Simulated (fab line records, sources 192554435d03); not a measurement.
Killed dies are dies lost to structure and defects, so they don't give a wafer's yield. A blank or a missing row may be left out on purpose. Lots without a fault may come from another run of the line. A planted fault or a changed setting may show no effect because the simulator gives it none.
Chamber matching | flow n5_finfet | N5_MOL_CONTACT_COAG_ETCH_106 on rie_diel-03: 4 sister chambers
The step etches SOC in N2/H2, target depth 80 nm, overetch 16 nm, time 120 s. 16 wafers are shown with their chamber, then 8 later ones without.

WAFERS WITH THEIR CHAMBER
wafer  | chamber | showerhead_plenum_p_Torr (Torr) | drypump_motor_current_A (A) | oes_product_au (a.u.)
L075.2 | 2       | 2.52                            | 6.1                         | 0.66
L075.3 | 3       | 2.71                            | 5.9                         | 0.82
L075.4 | 0       | 2.47                            | 5.6                         | 0.71
L076.1 | 2       | 2.52                            | 6.1                         | 0.66
L076.2 | 1       | 2.64                            | 5.3                         | 0.65
L076.5 | 2       | 2.52                            | 6.1                         | 0.66
L077.1 | 2       | 2.52                            | 6.1                         | 0.65
L077.2 | 0       | 2.47                            | 5.6                         | 0.71
L077.3 | 1       | 2.64                            | 5.3                         | 0.65
L078.2 | 2       | 2.52                            | 6.1                         | 0.64
L078.3 | 3       | 2.70                            | 5.9                         | 0.80
L078.6 | 0       | 2.47                            | 5.5                         | 0.71
L079.1 | 0       | 2.46                            | 5.5                         | 0.71
L079.4 | 3       | 2.70                            | 5.9                         | 0.79
L079.5 | 2       | 2.52                            | 6.1                         | 0.65
L084.2 | 2       | 2.52                            | 6.1                         | 0.65

SIGNATURES (means of the wafers above)
reading                  | chamber 0 | chamber 1 | chamber 2 | chamber 3 | scatter within a chamber
showerhead_plenum_p_Torr | 2.4675    | 2.6400    | 2.5200    | 2.7033    | 0.00344
drypump_motor_current_A  | 5.550     | 5.300     | 6.100     | 5.900     | 0.0289
oes_product_au           | 0.7100    | 0.6500    | 0.6529    | 0.8033    | 0.00821
Rule: a wafer's distance from a chamber is the root of the sum, over the readings, of the square of ((its reading less the chamber's mean) divided by the reading's scatter). The wafer belongs to the nearest chamber; if the next one is less than 2 further off, it can't be placed. The scatter: the root of (the sum of the squares of (reading less its chamber's mean) over the shown wafers, divided by (wafers less chambers)).

WAFERS WITHOUT THEIR CHAMBER
wafer  | showerhead_plenum_p_Torr (Torr) | drypump_motor_current_A (A) | oes_product_au (a.u.)
L084.3 | 2.64                            | 5.3                         | 0.64
L084.6 | 2.70                            | 5.9                         | 0.78
L088.1 | 2.46                            | 5.6                         | 0.69
L088.4 | 2.63                            | 5.3                         | 0.63
L088.5 | 2.63                            | 5.3                         | 0.64
L089.1 | 2.51                            | 6.1                         | 0.64
L089.2 | 2.46                            | 5.6                         | 0.69
L089.6 | 2.63                            | 5.3                         | 0.63

WHICH CHAMBER EACH WENT THROUGH
wafer  | from the rows above | in truth
L084.3 | 1                   | 1
L084.6 | 3                   | 3
L088.1 | 0                   | 0
L088.4 | 1                   | 1
L088.5 | 1                   | 1
L089.1 | 2                   | 2
L089.2 | 0                   | 0
L089.6 | 1                   | 1
Placed correctly: 8 of 8. Can't be placed from these rows: 0. Placed wrongly: 0.
